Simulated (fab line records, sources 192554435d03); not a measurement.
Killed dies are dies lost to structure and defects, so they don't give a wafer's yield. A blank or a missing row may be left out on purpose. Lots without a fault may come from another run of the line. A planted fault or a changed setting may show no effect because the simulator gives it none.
Chamber matching | flow n5_finfet | N5_ILD0_CMP_12 on cmp-04: 4 sister chambers
The step polishes SiNx, stops on poly-Si, t overpolish 6 s, target thk 17.67 nm. 8 wafers are shown with their chamber, then 7 later ones without.

WAFERS WITH THEIR CHAMBER
wafer  | chamber | motor_current_A (A) | time_to_endpoint_s (s)
L082.2 | 0       | 7.4                 | 29
L083.1 | 1       | 10.2                | 26
L083.5 | 3       | 9.3                 | 25
L086.1 | 0       | 7.3                 | 26
L086.3 | 3       | 9.5                 | 21
L086.6 | 2       | 9.3                 | 31
L093.3 | 1       | 10.1                | 24
L093.5 | 2       | 9.4                 | 30

WAFERS WITHOUT THEIR CHAMBER
wafer  | motor_current_A (A) | time_to_endpoint_s (s)
L093.6 | 9.3                 | 25
L095.2 | 8.9                 | 31
L095.5 | 9.1                 | 23
L095.6 | 9.4                 | 30
L096.4 | 10.8                | 24
L096.5 | 9.5                 | 24
L096.6 | 7.2                 | 31

WHICH CHAMBER EACH WENT THROUGH
wafer  | from the rows above     | in truth
L093.6 | can't be placed: 3 or 2 | 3
L095.2 | can't be placed: 2 or 3 | 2
L095.5 | can't be placed: 3 or 2 | 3
L095.6 | 2                       | 2
L096.4 | 1                       | 1
L096.5 | 3                       | 3
L096.6 | 0                       | 0
Placed correctly: 4 of 7. Can't be placed from these rows: 3 (the true chamber is among the candidates in 3). Placed wrongly: 0.
How it was worked out, from the rows above alone: a wafer's distance from a chamber is the root of the sum, over the readings, of the square of ((its reading less the chamber's mean) divided by the reading's scatter). The wafer belongs to the nearest chamber; if the next one is less than 2 further off, it can't be placed. A chamber's mean is the mean of its shown wafers. The scatter: the root of (the sum of the squares of (reading less its chamber's mean) over the shown wafers, divided by (wafers less chambers)).
